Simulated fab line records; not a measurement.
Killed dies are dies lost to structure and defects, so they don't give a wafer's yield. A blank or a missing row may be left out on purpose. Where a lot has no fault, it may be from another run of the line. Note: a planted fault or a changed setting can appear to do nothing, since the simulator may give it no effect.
fab line records | flow n5_finfet
[record] lots = 6 wafers = 18 last_day = 17
route steps=1938 shown BEOL_M3@958 BEOL_M4@1111 PASSIVATION@1936
lots untouched by any fault: they come from a run of this same line in which no faults occurred
start_h: start of the lot's first displayed wafer, in hours after the record's first day | wait_h: hours since the lot's step before | " as in the row above | L1.1+2: several wafers, shown together as one row | - no value, or no start was given | * or withheld: withheld | < > ~ a bound
route shown NAME@n: a module of which the file shows steps, and the number in the route of the first | usual: average and standard deviation across the fault-free wafers | same: alike in all rows | chamber/n: place in a boat | sites: per-site readings | _std_site: the standard deviation of these | _edge_site: the outer-site mean with the inner-site mean subtracted | radius_mm: how far each site lies from the wafer's centre | mask NAME#n: copy n | behind: tool/chamber where the wafer was last shaped | hold: the reason the lot was held/the length of the hold in hours/how it ended | device: whichever transistor did not switch (one of n, p or np) | end of line: the same wafers' tests at the end of the route | a step given without rows: its recipe and nothing more | killed: at the first sort, the dies lost to defects and structure; wafer yield is something else | map: the dies of a wafer, with x for killed, . for not killed, _ for no die there
set.NAME: the setting as run; set.NAME@STEP: as run at that earlier step | model.NAME: the simulator's own value behind a step, which no gauge read
certain route steps with their lots: each step a table, each wafer a row
services: the hour from which a tool's chamber was out of use, counted from the record's first day as start_h (under 0 if before that day), plus the number of hours and why
[[steps]]
[step N5_BEOL_M3_COAT_68]
[recipe] resist = SiARC temp_c = 220 time_s = 60 spin_rpm = 1500 resist_thk_nm = 12
[step N5_BEOL_M3_COAT_76]
[recipe] resist = underlayer temp_c = 205 time_s = 60 spin_rpm = 1500 resist_thk_nm = 5
[step N5_BEOL_M3_COAT_22]
[recipe] resist = CAR-EUV spin_rpm = 1500 resist_thk_nm = 30
[step N5_BEOL_M3_EBR_24]
[recipe] solvent = PGMEA ebr_width_mm = 1.5
[step N5_BEOL_M3_SOFTBAKE_23]
[recipe] temp_c = 110 time_s = 60 resist = CAR-EUV
[step N5_BEOL_M3_EXPOSE_25]
[recipe] mask_id = V2 na = 0.33 source_shape = quasar sigma_inner = 0.2 sigma_outer = 0.8 polarization = unpolarized defocus_nm = 5 dose_mj = 63
[step N5_BEOL_M3_PEB_26]
[recipe] peb_temp_c = 100 peb_time_s = 60 resist = CAR-EUV
[step N5_BEOL_M3_DEVELOP_27]
[recipe] develop_time_s = 30 developer = TMAH resist = CAR-EUV rinse_liquid = surfactant_rinse dry = air_spin dev_temp_c = 23
[step N5_BEOL_M3_CD_MEAS_28]
[recipe] target_cd_nm = 25.7 landing_energy_ev = 500 detector = se_inlens target_cd_y_nm = 23.3 polarity = opening
[usual] cd_nm = 25.52/0.24
// columns lot.wafer tool chamber start_h wait_h cd_nm
L389.4 cd_sem-03 0 198.11 - 25.60
L389.5 " 0 " " 25.89
L389.6 " 0 " " 25.36
L391.1 cd_sem-02 0 212.19 - 25.07
L391.5 " 0 " " 25.49
L391.6 " 0 " " 25.86
L399.2 cd_sem-03 0 249.95 - 25.37
L399.3 " 0 " " 25.63
L399.5 " 0 " " 25.24
L398.1 cd_sem-02 0 259.94 - 25.48
L398.3 " 0 " " 25.36
L398.6 " 0 " " 25.35
L402.2 cd_sem-03 0 282.93 - 25.87
L402.4 " 0 " " 25.66
L402.6 " 0 " " 25.72
L403.3 cd_sem-01 0 282.99 - 25.30
L403.4 " 0 " " 25.44
L403.6 " 0 " " 25.47
[step N5_BEOL_M3_OVL_MEAS_29]
[recipe] points_per_wafer = 522
[usual] V2_OVL = -0.2/0.72
// columns lot.wafer tool chamber start_h wait_h V2_OVL[nm]
L389.4 overlay-02 0 198.15 0.0 -0.2
L389.5 " 0 " " -0.1
L389.6 " 0 " " -0.4
L391.1 overlay-02 0 212.22 0.0 0.3
L391.5 " 0 " " -0.1
L391.6 " 0 " " 0.2
L399.2 overlay-01 0 249.98 0.0 -0.9
L399.3 " 0 " " -1.0
L399.5 " 0 " " -0.6
L398.1 overlay-01 0 259.97 0.0 0.1
L398.3 " 0 " " 0.3
L398.6 " 0 " " -0.2
L402.2 overlay-02 0 282.97 0.0 1.3
L402.4 " 0 " " 0.4
L402.6 " 0 " " 0.5
L403.3 overlay-02 0 283.03 0.0 -0.9
L403.4 " 0 " " -0.3
L403.6 " 0 " " 0.4
[step N5_BEOL_M3_INSPECT_30]
[recipe] mode = adi inspect_instrument = brightfield
[usual] raw_defect_count = 399/98
// columns lot.wafer tool chamber start_h wait_h raw_defect_count
L389.4 defect_inspect-02 - 198.19 0.0 481
L389.5 " - " " 363
L389.6 " - " " 484
L391.1 defect_inspect-01 - 212.28 0.1 356
L391.5 " - " " 416
L391.6 " - " " 504
L399.2 defect_inspect-01 - 250.03 0.0 319
L399.3 " - " " 422
L399.5 " - " " 415
L398.1 defect_inspect-01 - 260.03 0.1 398
L398.3 " - " " 355
L398.6 " - " " 384
L402.2 defect_inspect-02 - 283.02 0.0 256
L402.4 " - " " 320
L402.6 " - " " 285
L403.3 defect_inspect-02 - 283.08 0.0 251
L403.4 " - " " 392
L403.6 " - " " 433
[step N5_BEOL_M3_DESCUM_33]
[recipe] chemistry = O2 time_s = 7 source_power_w = 50 bias_power_w = 20 pressure_mtorr = 20 rf_frequency_hz = 2.712e+07 temp_c = 40 resist = CAR-EUV o2_flow_sccm = 225
[usual] drypump_motor_current_A = 5.7/0.32 oes_product_au = 0.77/0.058 rf_vpp_V = 243.2/1.5 showerhead_plenum_p_Torr = 2.10/0.071 throttle_valve_pct = 20.47/0.22
// columns lot.wafer tool chamber start_h wait_h drypump_motor_current_A oes_product_au rf_hours_counter_h rf_vpp_V showerhead_plenum_p_Torr throttle_valve_pct
L389.4 rie_diel-03 1 198.22 0.0 5.3 0.81 111 243.6 2.10 20.15
L389.5 " 2 " " 5.7 0.75 - 244.7 2.16 20.64
L389.6 " 3 " " 5.9 0.70 - 244.2 2.07 20.60
L391.1 rie_diel-03 2 213.00 0.7 5.7 0.76 157 243.8 2.16 20.66
L391.5 " 1 " " 5.4 0.80 - 244.5 2.09 20.16
L391.6 " 2 " " 5.7 0.75 - 244.9 2.16 20.66
L399.2 rie_diel-01 0 250.07 0.0 5.7 0.80 71 243.5 2.15 20.29
L399.3 " 2 " " 6.3 0.71 196 244.3 2.18 20.53
L399.5 " 1 " " 5.9 0.71 - 240.2 2.01 20.74
L398.1 rie_diel-03 0 260.07 0.0 5.7 0.84 68 245.3 2.19 20.62
L398.3 " 2 " " 5.6 0.74 171 244.2 2.16 20.69
L398.6 " 2 " " 5.6 0.73 - 243.0 2.16 20.68
L402.2 rie_diel-04 1 283.06 0.0 5.7 0.84 92 241.9 2.06 20.43
L402.4 " 3 " " 5.0 0.76 152 243.0 2.08 19.97
L402.6 " 2 " " 6.1 0.68 - 240.3 1.97 20.50
L403.3 rie_diel-01 2 283.23 0.1 6.4 0.71 206 243.9 2.17 20.55
L403.4 " 0 " " 5.8 0.81 82 242.9 2.14 20.31
L403.6 " 3 " " 5.7 0.75 - 242.2 1.98 20.50
[step N5_BEOL_M3_ETCH_77]
[recipe] chemistry = N2/H2 target = underlayer target_depth_a = 65 mask_material = CAR-EUV time_s = 5.2 ion_energy_ev = 200 pressure_mtorr = 30 source_w = 840 bias_w = 150 n2_flow_sccm = 200 h2_flow_sccm = 200 ends = cleared
[usual] bias_w = 149.9/0.44 chamber_pressure_mTorr = 30.00/0.041 drypump_motor_current_A = 5.7/0.32 etch_rf_on_time_s = 5.14/0.16 oes_product_au = 0.66/0.048 rf_vpp_V = 524.0/2.8 showerhead_plenum_p_Torr = 2.55/0.085 throttle_valve_pct = 17.88/0.25
// columns lot.wafer tool chamber start_h wait_h bias_w chamber_pressure_mTorr drypump_motor_current_A etch_rf_on_time_s oes_product_au rf_hours_counter_h rf_vpp_V showerhead_plenum_p_Torr throttle_valve_pct
L389.4 rie_diel-03 1 198.26 0.0 149.9 30.02 5.4 5.11 0.69 111 522.6 2.54 17.60
L389.5 " 2 " " 150.1 29.96 5.7 5.03 0.66 - 527.5 2.63 18.05
L389.6 " 3 " " 149.5 30.00 5.9 5.08 0.60 - 523.7 2.52 18.09
L391.1 rie_diel-03 2 213.04 0.0 150.1 30.05 5.6 5.02 0.65 157 525.3 2.63 18.07
L391.5 " 1 " " 149.6 30.02 5.4 5.19 0.68 - 525.6 2.54 17.57
L391.6 " 2 " " 149.8 30.02 5.7 5.05 0.65 - 525.4 2.63 18.07
L399.2 rie_diel-01 0 250.10 0.0 - - - - - - - - -
L399.3 " 2 " " - - - - - - - - -
L399.5 " 1 " " - - - - - - - - -
L398.1 rie_diel-03 0 260.10 0.0 - - - - - - - - -
L398.3 " 2 " " - - - - - - - - -
L398.6 " 2 " " - - - - - - - - -
L402.2 rie_diel-04 1 283.09 0.0 150.3 30.01 5.7 4.93 0.73 92 520.0 2.45 17.55
L402.4 " 3 " " 149.9 29.97 5.0 5.25 0.63 152 523.9 2.55 17.56
L402.6 " 2 " " 149.8 29.99 6.0 5.25 0.58 - 521.7 2.41 18.12
L403.3 rie_diel-01 2 283.26 0.0 149.5 30.01 6.3 4.82 0.63 206 525.7 2.62 17.90
L403.4 " 0 " " 149.3 29.98 5.8 5.32 0.69 82 525.8 2.58 17.68
L403.6 " 3 " " 150.8 30.07 5.7 5.24 0.63 - 519.6 2.42 18.06
[step N5_BEOL_M3_ETCH_69]
[recipe] chemistry = CF4 target = SiARC target_depth_a = 156 mask_material = CAR-EUV time_s = 26 ion_energy_ev = 80 pressure_mtorr = 40 source_w = 545 bias_w = 36 Ar_flow_sccm = 100 cf4_flow_sccm = 100 ends = cleared
[usual] bias_w = 35.99/0.1 cf4_flow_sccm = 100.02/0.25 drypump_motor_current_A = 5.7/0.32 etch_rf_on_time_s = 25.8/0.71 oes_product_au = 0.66/0.048 rf_vpp_V = 184.0/1.2 showerhead_plenum_p_Torr = 2.15/0.07 throttle_valve_pct = 15.67/0.21
// columns lot.wafer tool chamber start_h wait_h bias_w cf4_flow_sccm drypump_motor_current_A etch_rf_on_time_s oes_product_au rf_hours_counter_h rf_vpp_V showerhead_plenum_p_Torr throttle_valve_pct
L389.4 rie_diel-03 1 198.28 0.0 36.08 100.06 5.3 26.1 0.69 111 184.5 2.16 15.44
L389.5 " 2 " " 35.87 100.37 5.6 25.6 0.65 - 184.8 2.23 15.94
L389.6 " 3 " " 36.23 100.08 5.9 25.4 0.60 - 183.6 2.14 15.90
L391.1 rie_diel-03 2 213.05 0.0 36.05 100.09 5.6 25.7 0.65 157 184.8 2.23 15.96
L391.5 " 1 " " 36.06 99.94 5.4 26.5 0.68 - 183.8 2.16 15.44
L391.6 " 2 " " 35.97 100.10 5.6 25.7 0.65 - 184.7 2.23 15.97
L399.2 rie_diel-01 0 250.12 0.0 35.96 100.13 5.8 27.0 0.70 71 183.8 2.18 15.42
L399.3 " 2 " " 36.06 99.98 6.3 24.7 0.63 196 186.6 2.22 15.72
L399.5 " 1 " " 36.00 100.33 5.9 25.1 0.62 - 182.6 2.05 15.84
L398.1 rie_diel-03 0 260.12 0.0 35.96 99.71 5.7 25.8 0.73 68 184.7 2.25 15.77
L398.3 " 2 " " 36.04 100.02 5.7 25.1 0.65 171 183.4 2.22 15.98
L398.6 " 2 " " 36.03 99.91 5.7 25.3 0.64 - 185.1 2.22 15.98
L402.2 rie_diel-04 1 283.11 0.0 35.91 100.07 5.7 24.9 0.72 92 184.2 2.07 15.41
L402.4 " 3 " " 35.99 100.33 5.0 26.2 0.66 152 184.9 2.14 15.35
L402.6 " 2 " " 35.94 100.11 6.1 25.8 0.58 - 183.1 2.03 15.84
L403.3 rie_diel-01 2 283.28 0.0 35.89 100.07 6.3 25.1 0.62 206 184.9 2.21 15.72
L403.4 " 0 " " 35.83 99.72 5.8 27.5 0.68 82 183.7 2.18 15.44
L403.6 " 3 " " 36.15 99.82 5.7 26.9 0.62 - 182.5 2.05 15.84
[step N5_BEOL_M4_RC_MEAS_101]
[usual] DIBL_N = 37.1/2.4 DIBL_P = 37/3 IOFF_N = 0.18/0.053 IOFF_P = 0.21/0.05 ION_N = 674/14 ION_P = 459/9.2 SS_N = 72.1/0.9 SS_P = 73.4/0.89 VT_N = 250/3.8 VT_P = -251/3.7
// columns lot.wafer tool chamber start_h wait_h DIBL_N[mV/V] DIBL_P[mV/V] IOFF_N[nA/um] IOFF_P[nA/um] ION_N[uA/um] ION_P[uA/um] SS_N[mV/dec] SS_P[mV/dec] VT_N[mV] VT_P[mV]
L389.4 prober-01 0 232.50 0.5 36.2 34 0.15 0.18 667 454 70.7 72.9 251 -254
L389.5 " 0 " " 37.8 37 0.18 0.21 664 454 71.8 73.5 250 -253
L389.6 " 0 " " 35.5 33 0.13 0.17 658 449 71.1 72.3 253 -253
L391.1 prober-02 0 234.74 0.0 37.9 39 0.20 0.24 687 469 71.9 74.3 247 -251
L391.5 " 0 " " 33.3 34 0.12 0.16 660 458 71.1 73.4 254 -257
L391.6 " 0 " " 38.5 37 0.22 0.20 666 452 73.4 73.0 249 -252
L399.2 prober-01 0 280.71 0.2 43.0 45 0.32 0.38 703 473 73.5 75.2 244 -241
L399.3 " 0 " " 36.5 37 0.17 0.24 678 472 71.8 73.4 247 -246
L399.5 " 0 " " 40.2 42 0.27 0.33 698 474 72.7 74.8 241 -244
L398.1 prober-02 0 282.45 0.0 36.1 37 0.17 0.24 683 474 71.3 73.0 246 -247
L398.3 " 0 " " 35.6 33 0.14 0.18 670 452 71.2 72.0 253 -251
L398.6 " 0 " " 36.8 37 0.18 0.24 683 471 72.2 73.0 248 -247
L402.2 prober-02 0 309.45 0.2 36.6 37 0.19 0.18 665 444 73.1 73.8 248 -254
L402.4 " 0 " " 32.3 33 0.11 0.14 658 448 70.8 71.9 252 -259
L402.6 " 0 " " 30.6 29 0.09 0.10 637 431 71.0 71.6 257 -261
L403.3 prober-01 0 309.93 0.3 38.0 39 0.20 0.21 685 458 72.1 73.7 248 -254
L403.4 " 0 " " 35.8 35 0.15 0.16 662 443 71.5 73.2 253 -257
L403.6 " 0 " " 36.7 36 0.16 0.17 667 448 71.7 73.5 247 -257
[step N5_PASSIVATION_PROBE_49]
[usual] defect_limited_yield = 91.6/1.4 killed_at_M0_to_M3 = 32/9.5 killed_at_M4_up = 13/6 killed_at_contacts = 12/5.6 killed_at_front_end = 39/11 killed_at_other = 2.8/2.3 killed_dies = 99/16 killed_open = 65/12 killed_short = 32/7.6 sort_bin_4_leakage = 0.1/0.88 sort_bin_5_function = 4.8/0.88 sort_bin_6_memory = 3.2/0.65 sort_bin_8_speed = 0.2/2 sort_n_pass = 1077/29 sort_yield_pct = 91.2/2.5
[same] gross_dies = 1180 killed_at_back_side = 0
// columns lot.wafer tool chamber start_h wait_h defect_limited_yield[%] killed_at_M0_to_M3 killed_at_M4_up killed_at_contacts killed_at_front_end killed_at_other killed_dies killed_open killed_short sort_bin_4_leakage[%] sort_bin_5_function[%] sort_bin_6_memory[%] sort_bin_8_speed[%] sort_n_pass sort_yield_pct[%]
L389.4 prober-02 - 333.73 0.2 93.2 17 12 15 34 2 80 48 32 0 4.2 2.4 0 1100 93.2
L389.5 prober-02 - 333.78 0.2 93.1 23 4 19 34 2 82 55 26 0 4.4 2.3 0 1098 93.1
L389.6 prober-02 - 333.83 0.3 93.1 31 14 13 18 6 82 56 25 0 4.4 2.4 0 1098 93.1
L391.1 prober-02 - 343.49 0.0 89.7 39 8 10 61 3 121 88 33 0 5.5 4.6 0 1059 89.7
L391.5 prober-02 - 343.69 0.2 91.6 29 10 2 55 3 99 70 29 0 5.2 3.0 0 1081 91.6
L391.6 prober-02 - 343.74 0.3 92.0 30 8 3 49 4 94 66 28 0 4.4 3.4 0 1086 92.0
L399.2 prober-02 - 395.56 0.1 92.1 47 9 8 27 2 93 55 36 0.8 4.6 3.0 0 1077 91.3
L399.3 prober-02 - 395.61 0.1 89.3 49 20 15 42 0 126 83 38 0 6.2 3.8 0 1054 89.3
L399.5 prober-02 - 395.71 0.2 90.3 46 11 9 42 6 114 70 35 0.1 5.0 3.1 0 1065 90.3
L398.1 prober-02 - 397.30 0.6 92.8 35 2 12 35 1 85 52 30 0 4.3 2.7 0 1095 92.8
L398.3 prober-02 - 397.40 0.7 91.0 44 12 13 37 0 106 69 30 0 4.5 3.7 0 1074 91.0
L398.6 prober-02 - 397.55 0.9 91.8 30 11 8 47 1 97 52 35 0 4.7 2.3 0 1083 91.8
L403.3 prober-01 - 419.04 0.1 92.9 20 21 11 31 1 84 42 40 0 4.4 2.5 0 1096 92.9
L403.4 prober-01 - 419.09 0.2 93.4 32 15 13 17 1 78 53 21 0 3.5 2.8 0 1102 93.4
L403.6 prober-01 - 419.19 0.3 90.8 28 32 20 25 4 109 73 35 0 5.5 3.5 0 1071 90.8
// killed by level:class
L389.4 MOL_CONTACT_COAG:geometric_particle:open=13 FIN_SAQP:geometric_particle:short=9 FIN_SAQP:geometric_particle:open=7 BEOL_M4:geometric_particle:open=6 BEOL_M2:geometric_particle:short=5 BEOL_M0_SAQP:geometric_particle:open=4 BEOL_M3:geometric_particle:open=4 BEOL_M4:geometric_particle:short=4
L389.5 MOL_CONTACT_COAG:geometric_particle:open=13 BEOL_M3:geometric_particle:open=11 DUMMY_GATE:geometric_particle:open=6 MOL_CONTACT_COAG:geometric_particle:short=6 FIN_SAQP:geometric_particle:open=5 ILD0:geometric_particle:open=4 GATE_CUT:geometric_particle:short=4 FIN_SAQP:geometric_particle:short=3
L389.6 MOL_CONTACT_COAG:geometric_particle:open=10 BEOL_M3:geometric_particle:open=10 BEOL_M0_SAQP:geometric_particle:short=8 BEOL_M0_SAQP:geometric_particle:open=7 FIN_SAQP:geometric_particle:open=4 ILD0:geometric_particle:open=4 MOL_CONTACT_COAG:geometric_particle:short=3 BEOL_M2:geometric_particle:open=3
L391.1 STI_FIN_REVEAL:geometric_particle:open=23 FIN_SAQP:geometric_particle:open=16 BEOL_M2:geometric_particle:open=10 BEOL_M1:geometric_particle:open=9 MOL_CONTACT_COAG:geometric_particle:open=8 BEOL_M0_SAQP:geometric_particle:short=8 FIN_SAQP:geometric_particle:short=6 STI_FIN_REVEAL:geometric_particle:short=5
L391.5 FIN_SAQP:geometric_particle:open=17 STI_FIN_REVEAL:geometric_particle:open=13 BEOL_M1:geometric_particle:open=13 FIN_SAQP:geometric_particle:short=7 BEOL_M4:geometric_particle:open=6 BEOL_M0_SAQP:geometric_particle:short=4 BEOL_M3:geometric_particle:open=4 STI_FIN_REVEAL:geometric_particle:short=3
L391.6 FIN_SAQP:geometric_particle:open=15 DUMMY_GATE:geometric_particle:open=9 BEOL_M1:geometric_particle:open=8 BEOL_M2:geometric_particle:open=8 FIN_SAQP:geometric_particle:short=5 STI_FIN_REVEAL:geometric_particle:open=5 BEOL_M0_SAQP:geometric_particle:open=5 ILD0:geometric_particle:short=4
L399.2 BEOL_M0_SAQP:geometric_particle:open=11 BEOL_M0_SAQP:geometric_particle:short=8 DUMMY_GATE:geometric_particle:open=7 BEOL_M0:geometric_particle:open=7 BEOL_M1:geometric_particle:short=7 BEOL_M2:geometric_particle:open=7 DUMMY_GATE:geometric_particle:short=4 GATE_CUT:geometric_particle:short=4
L399.3 BEOL_M0_SAQP:geometric_particle:open=27 BEOL_M0_SAQP:geometric_particle:short=14 BEOL_M4:geometric_particle:open=10 MOL_CONTACT_COAG:geometric_particle:open=8 STI_FIN_REVEAL:geometric_particle:open=7 MOL_CONTACT_COAG:geometric_particle:short=7 FIN_SAQP:geometric_particle:open=6 FIN_SAQP:geometric_particle:short=6
L399.5 BEOL_M2:geometric_particle:open=14 BEOL_M0_SAQP:geometric_particle:short=12 DUMMY_GATE:geometric_particle:open=9 BEOL_M0_SAQP:geometric_particle:open=9 HKMG_FIN:area_etch=9 MOL_CONTACT_COAG:geometric_particle:open=7 BEOL_M1:geometric_particle:open=5 BEOL_M4:geometric_particle:open=5
L398.1 BEOL_M2:geometric_particle:open=10 MOL_CONTACT_COAG:geometric_particle:open=8 FIN_SAQP:geometric_particle:short=7 BEOL_M0_SAQP:geometric_particle:open=7 BEOL_M1:geometric_particle:open=7 GATE_CUT:geometric_particle:short=6 DUMMY_GATE:geometric_particle:open=5 MOL_CONTACT_COAG:geometric_particle:short=4
L398.3 BEOL_M0_SAQP:geometric_particle:open=13 MOL_CONTACT_COAG:geometric_particle:open=11 BEOL_M2:geometric_particle:open=9 FIN_SAQP:geometric_particle:short=7 BEOL_M0_SAQP:geometric_particle:short=7 BEOL_M1:geometric_particle:open=7 FIN_SAQP:geometric_particle:open=5 STI_FIN_REVEAL:geometric_particle:open=5
L398.6 FIN_SAQP:geometric_particle:open=12 BEOL_M2:geometric_particle:open=10 FIN_SAQP:geometric_particle:short=8 BEOL_M0_SAQP:geometric_particle:short=7 HKMG_FIN:area_etch=7 STI_FIN_REVEAL:geometric_particle:open=6 MOL_CONTACT_COAG:geometric_particle:open=5 BEOL_M0_SAQP:geometric_particle:open=4
L403.3 FIN_SAQP:geometric_particle:short=10 MOL_CONTACT_COAG:geometric_particle:open=8 FIN_SAQP:geometric_particle:open=7 BEOL_M0_SAQP:geometric_particle:short=7 BEOL_M4:geometric_particle:open=6 BEOL_M5:geometric_particle:short=5 BEOL_M1:geometric_particle:open=4 GATE_CUT:geometric_particle:short=4
L403.4 MOL_CONTACT_COAG:geometric_particle:open=11 BEOL_M4:geometric_particle:open=10 BEOL_M0_SAQP:geometric_particle:short=8 BEOL_M1:geometric_particle:open=6 BEOL_M0_SAQP:geometric_particle:open=5 BEOL_M3:geometric_particle:open=5 BEOL_M2:geometric_particle:open=4 FIN_SAQP:geometric_particle:open=3
L403.6 BEOL_M4:geometric_particle:open=17 MOL_CONTACT_COAG:geometric_particle:open=16 BEOL_M1:geometric_particle:open=8 DUMMY_GATE:geometric_particle:open=7 BEOL_M3:geometric_particle:open=6 BEOL_M3:geometric_particle:short=6 FIN_SAQP:geometric_particle:short=4 MOL_CONTACT_COAG:geometric_particle:short=4
[[services]]
// columns tool chamber start_h hours kind
rie_diel-01 - 207.15 2.3 repair
rie_diel-01 - 229.78 2.5 repair
rie_diel-03 - 262.64 0.5 repair
[[key]]
[first_sign] step = N5_BEOL_M3_ETCH_77 reading = tool_record direction = missing
effect none on later readings
met_at N5_BEOL_M3_ETCH_77
struck_wafers L398.1,L398.3,L398.6,L399.2,L399.3,L399.5
onset_between 213.04 250.10
[fault] kind = skipped_step_whole tool = rie_diel-01,rie_diel-03 chamber = - onset_h = 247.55 steps = N5_BEOL_M3_ETCH_77 scope = struck_lots_only
